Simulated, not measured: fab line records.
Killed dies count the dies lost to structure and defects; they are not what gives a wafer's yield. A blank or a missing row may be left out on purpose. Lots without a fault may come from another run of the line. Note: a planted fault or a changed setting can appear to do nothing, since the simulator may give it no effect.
Comparing a struck lot with a sound one || flow n5-finfet || 35 out of 1938 route steps
Sound: the wafers L332.1, L332.3, L332.6. Struck: wafer L339.3; the same lot's L339.5 was not struck, so it is left out; see the end for the cause.
Each step with rows lists, per side, the tool, then ch with its chambers, then its first start. Under that, the readings that differ: sound wafers || struck wafers || difference of the means || sigmas: that difference in standard deviations of wafers without a fault.
alike: a reading whose means differ by less than 2 such deviations, as well as words and numbers matching on both sides. not compared: withheld readings; readings where some wafer has no value; bounds like >300 that might hide an equal value; numbers whose values overlap and for which the record gives no deviation.
The two part at a step that has a row with sigmas, a row that says differs or no value, or rows on one side only. Non-overlapping numbers with no deviation appear without sigmas and do not part them. A reading that every wafer of one side lacks parts them only if that side has two wafers or more.

first, 8 steps without rows for these wafers: N5_BEOL_M8_ECD_50 (material Cu, target thk 300 nm); N5_BEOL_M8_ANNEAL_51 (time 90 s); N5_BEOL_M8_CMP_52 (polishes, stops on SiCOH lowk, t overpolish 6.9 s, target thk 80 nm); N5_BEOL_M8_PRE_CLEAN_55 (time 15 s); N5_BEOL_M8_DEP_56 (deposits SiCN from 3MS/NH3, target thk 10 nm, time 17.5 s); N5_BEOL_M9_ILD_DEP_00 (deposits SiCOH lowk from DEMS/porogen, target thk 308.51 nm, time 58 s); N5_BEOL_M9_CURE_71 (cures SiCOH lowk, time 240 s); N5_BEOL_M9_PECVD_70 (deposits SiO2 from TEOS/O2, target thk 20 nm, time 22.7 s).
N5_BEOL_M9_HM_DEP_02: deposits TiN, target thk 20 nm.
  sound on pvd-sputter-01, day 11 20:40; struck on pvd-sputter-01, day 13 16:24
{"reading": "model.TiN_of_BEOL_M9_HM_DEP_02.thk-nm (nm)", "sound": "20.4 20 20", "struck": 11.4, "difference": -8.7, "sigmas": ""}
  alike: susceptor-temp-C, throttle-valve-pct
then, 13 steps without rows for these wafers: N5_BEOL_M9_COAT_59 (time 60 s, resist thk 100 nm); N5_BEOL_M9_COAT_60 (time 60 s, resist thk 30 nm); N5_BEOL_M9_COAT_05 (resist thk 90 nm); N5_BEOL_M9_EBR_07; N5_BEOL_M9_SOFTBAKE_06 (time 60 s); N5_BEOL_M9_EXPOSE_08 (exposes mask M9); N5_BEOL_M9_PEB_09 (peb time 60 s); N5_BEOL_M9_DEVELOP_10 (develop time 30 s); N5_BEOL_M9_DESCUM_16 (chemistry O2, time 7.9 s); N5_BEOL_M9_ETCH_61 (etches SiARC in CF4, target depth 39 nm, time 65 s); N5_BEOL_M9_ETCH_62 (etches SOC in N2/H2, target depth 110 nm, overetch 22 nm, time 165 s); N5_BEOL_M9_STRIP_68 (strips in N2/H2); N5_BEOL_M9_STRIP_67 (strips in CF4).
N5_BEOL_M9_HM_OPEN_17: chemistry Cl2/BCl3, target TiN, target depth 20 nm, overetch 6 nm.
  sound on rie-metal-01 ch 0,1, day 11 21:47; struck on rie-metal-02 ch 1, day 13 17:10
{"reading": "oes-product-au (a.u.)", "sound": "0.69 0.72 0.68", "struck": 0.56, "difference": -0.14, "sigmas": -3}
{"reading": "model.etch.depth-nm (nm)", "sound": "20.5 20.02 20.08", "struck": 11.39, "difference": -8.81, "sigmas": ""}
  alike: drypump-motor-current-A, he-backside-leak-sccm, throttle-valve-pct
  not compared: rf-hours-counter-h
then, 10 steps without rows for these wafers: N5_BEOL_M9_STRIP_19 (strips in O2); N5_BEOL_M9_COAT_63 (time 60 s, resist thk 60 nm); N5_BEOL_M9_COAT_64 (time 60 s, resist thk 12 nm); N5_BEOL_M9_COAT_75 (time 60 s, resist thk 5 nm); N5_BEOL_M9_COAT_22 (resist thk 30 nm); N5_BEOL_M9_EBR_24; N5_BEOL_M9_SOFTBAKE_23 (time 60 s); N5_BEOL_M9_EXPOSE_25 (exposes mask V8); N5_BEOL_M9_PEB_26 (peb time 60 s); N5_BEOL_M9_DEVELOP_27 (develop time 30 s).
N5_BEOL_M9_TRENCH_ETCH_37: etches SiCOH lowk in C4F6/O2, target depth 151.43 nm, time 49 s.
  sound on rie-diel-03 ch 0,2,3; struck on rie-diel-03 ch 1
{"reading": "rf-vpp-V (V)", "sound": "684 684 644", "struck": 643, "difference": -28, "sigmas": -2}
{"reading": "model.TiN_of_BEOL_M9_HM_DEP_02.thk-nm (nm)", "sound": "16.4 15.8 16", "struck": 7.4, "difference": -8.7, "sigmas": ""}
  alike: O2_flow_sccm, drypump-motor-current-A, oes_o_777_au, oes-product-au, showerhead-plenum-p-Torr, throttle-valve-pct
  not compared: rf-hours-counter-h
N5_PASSIVATION_PROBE_49:
  sound wafers here have rows in the record (prober-02, day 14 13:55); struck ones have none

WHERE THEY PART
First at N5_BEOL_M9_HM_OPEN_17; last, within this record, at N5_PASSIVATION_PROBE_49.

WHY: what had been put in by the simulator
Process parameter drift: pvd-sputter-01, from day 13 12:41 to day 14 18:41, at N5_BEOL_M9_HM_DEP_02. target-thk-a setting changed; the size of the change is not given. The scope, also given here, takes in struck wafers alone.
